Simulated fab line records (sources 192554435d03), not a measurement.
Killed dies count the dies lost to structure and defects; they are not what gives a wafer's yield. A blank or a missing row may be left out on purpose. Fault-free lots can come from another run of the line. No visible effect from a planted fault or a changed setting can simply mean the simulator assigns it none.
2 desks looking at one fault -- flow n5 finfet -- every desk sees just its own numbers, and what lay behind them comes last

## FOR THE TOOL OWNER'S DESK: litho track-04
The tool's own readings at N5_HKMG_FIN_COAT_41 (time 60 s, resist thk 300 nm): means of the sampled wafers that have a number, for each lot that ran on this tool. Marked OUT: a lot whose mean sits more than 4 standard deviations from the usual mean, which makes it out of limits; the brackets give that distance.
Columns: A = spin speed rpm at N5_HKMG_FIN_COAT_41, usual 1500.0 rpm
lot,first seen here,A
L237,day 5 15:09,1499.2
L250,day 8 21:06,1813.1 (+99 or more) OUT
L251,day 9 03:29,1812.2 (+99 or more) OUT
This desk finds L250, L251 out of limits, L250 being first, at day 8 21:06 (spin speed rpm at N5_HKMG_FIN_COAT_41). In limits: L237.

## METROLOGY DESK
Means of the sampled wafers that have a number, per lot and without regard to the tool the lot ran on: this is what the gauges read. Marked OUT: a lot whose mean sits more than 4 standard deviations from the usual mean, which makes it out of limits; the brackets give that distance. It has 10 readings; the 7 that lie furthest out on some lot are the ones shown.
Columns: A = DIBL_P at N5_BEOL_M4_RC_MEAS_101, usual 35.3 mV/V; B = IOFF_P at N5_BEOL_M4_RC_MEAS_101, usual 0.194 nA/um; C = ION_N at N5_BEOL_M4_RC_MEAS_101, usual 667 uA/um; D = ION_P at N5_BEOL_M4_RC_MEAS_101, usual 456 uA/um; E = SS_N at N5_BEOL_M4_RC_MEAS_101, usual 71.4 mV/dec; F = SS_P at N5_BEOL_M4_RC_MEAS_101, usual 73.1 mV/dec; G = VT_P at N5_BEOL_M4_RC_MEAS_101, usual -252 mV
lot,first seen here,A,B,C,D,E,F,G
L237,day 11 20:35,37.2,0.205,668,454,71.8,73.7,-254
L250,day 14 23:59,34.7,0.224,663,459,72.3,73.2,-247
L251,day 15 03:02,33.5,0.162,658,446,71.6,72.6,-255
L252,day 15 08:10,37.2,0.211,669,459,71.9,73.3,-251
Result from this desk: across the 4 lots, nothing is out of limits.

## PUT TOGETHER
An alarm could have come from the tool owner's desk at day 8 21:06, on L250, L251.
From the metrology desk's view, nothing was out of limits.
The metrology desk has L250, L251 on record, within its limits.
All the named lots went through N5_HKMG_FIN_COAT_41 on litho track-04.

## WHAT THE SIMULATOR HAD INSERTED
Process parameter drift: litho track-04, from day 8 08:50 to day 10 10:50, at N5_HKMG_FIN_COAT_41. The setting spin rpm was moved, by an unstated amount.
Shown lots that were struck: L250, L251.
Hours from the fault's start to each desk's first reading out of limits: the tool owner's desk, 12.
